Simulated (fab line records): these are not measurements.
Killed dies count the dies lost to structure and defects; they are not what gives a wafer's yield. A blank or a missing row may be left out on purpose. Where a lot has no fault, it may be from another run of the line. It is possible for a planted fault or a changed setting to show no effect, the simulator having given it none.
Split-lot trial	flow n5 finfet	on a route of 1938 steps: 7 lots, 21 wafers read

## ON THE SPLIT
At N5_HKMG_FIN_DESCUM_53 (chemistry O2, time 7.9 s), the setting time s was moved away from the recipe's 7.9 s on 8 of the 21 wafers read, by +11.3% to +18.8%. All remaining wafers had this setting at the recipe value.

Reading taken at the split's own step.

## THE READING
CAR-ArF_of_HKMG_FIN_COAT_43.thk nm (the simulator's own value, which no gauge read), in nm, at N5_HKMG_FIN_DESCUM_53 (chemistry O2, time 7.9 s). The file does not state a usual value for it. The 13 wafers here that ran the recipe average 83.4 nm, standard deviation 0.3 nm.

wafer	tool, chamber at the split	time s as run, s	against the recipe	CAR-ArF_of_HKMG_FIN_COAT_43.thk nm, nm	against lot-mates on the recipe
L077.4	rie diel-04, 1	7.9	recipe	84	-
L077.5	rie diel-04, 0	9.172	+16.1%	82.8	-1.1
L077.6	rie diel-04, 3	7.9	recipe	83.8	-
L078.1	rie diel-04, 1,3	7.9	recipe	83	-
L078.4	rie diel-04, 1,3	7.9	recipe	83	-
L078.5	rie diel-04, 1	7.9	recipe	83.4	-
L080.2	rie diel-05, 1	7.9	recipe	83.6	-
L080.3	rie diel-05, 2	9.314	+17.9%	82.8	-0.8
L080.5	rie diel-05, 1	9.314	+17.9%	83	-0.6
L084.2	rie diel-03, 0	9.123	+15.5%	82.6	-0.8
L084.4	rie diel-03, 3	9.123	+15.5%	82.2	-1.2
L084.6	rie diel-03, 1	7.9	recipe	83.4	-
L087.1	rie diel-04, 1	7.9	recipe	83.6	-
L087.2	rie diel-04, 0	7.9	recipe	83.4	-
L087.3	rie diel-04, 3	9.388	+18.8%	82.4	-1.1
L088.1	rie diel-05, 2	8.795	+11.3%	82.6	-1.0
L088.2	rie diel-05, 1	7.9	recipe	83.6	-
L088.6	rie diel-05, 2	8.795	+11.3%	82.8	-0.8
L094.2	rie diel-05, 2,0	7.9	recipe	83.2	-
L094.5	rie diel-05, 2,0	7.9	recipe	83.2	-
L094.3	rie diel-05, 1	7.9	recipe	83	-
If several chambers appear in one row, that row covers several wafers at once and the file leaves open which wafer was in which chamber.

FIT RESULTS
A straight line over all 21 wafers: CAR-ArF_of_HKMG_FIN_COAT_43.thk nm changes by -0.046 nm for each +1% of time s; r = -0.77; the points scatter about the line by 0.31 nm.
The same after taking each lot's own level away (the mean of its wafers on the recipe; 21 wafers): -0.0566 nm for each +1%; r = -0.92; scatter 0.19 nm.
According to that fit, moving time s by its largest amount changes the reading by 1.1 nm.
The span of the lots' own levels, 83.13 to 83.90 nm, comes to 2.5 times the standard deviation stated above.
So the lot-to-lot level blurs the effect unless lot-mates are compared.
Check: with one of the wafers moved furthest among these (+18.8%) left out of the fit, the line predicts -1.08 nm for it against its lot-mates. Against them it came out at -1.1 nm.

## OTHER SPLITS ON THESE WAFERS
These wafers also went through other splits before the reading. Each is held against what the fit with the lots' levels taken away leaves over:
other split on the same wafers	wafers away from the commonest value	r with CAR-ArF_of_HKMG_FIN_COAT_43.thk nm (lot level and that fit taken away)
N5_WELL_APT_COAT_02 spin rpm	6	+0.17
N5_FIN_SAQP_SPACER1_ALD_24 ald cycles	8	-0.35
N5_FIN_CUT_ETCH_21 time s	5	-0.23
N5_SD_EPI_N_EPI_21 temp c	7	-0.33
N5_SD_EPI_P_COAT_34 spin rpm	7	+0.03
N5_SDB_COAT_05 spin rpm	8	+0.49

## THE FILE'S OWN FIT
CAR-ArF_of_HKMG_FIN_COAT_43.thk nm changes by -0.0588 nm for each +1% of time s, r = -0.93.
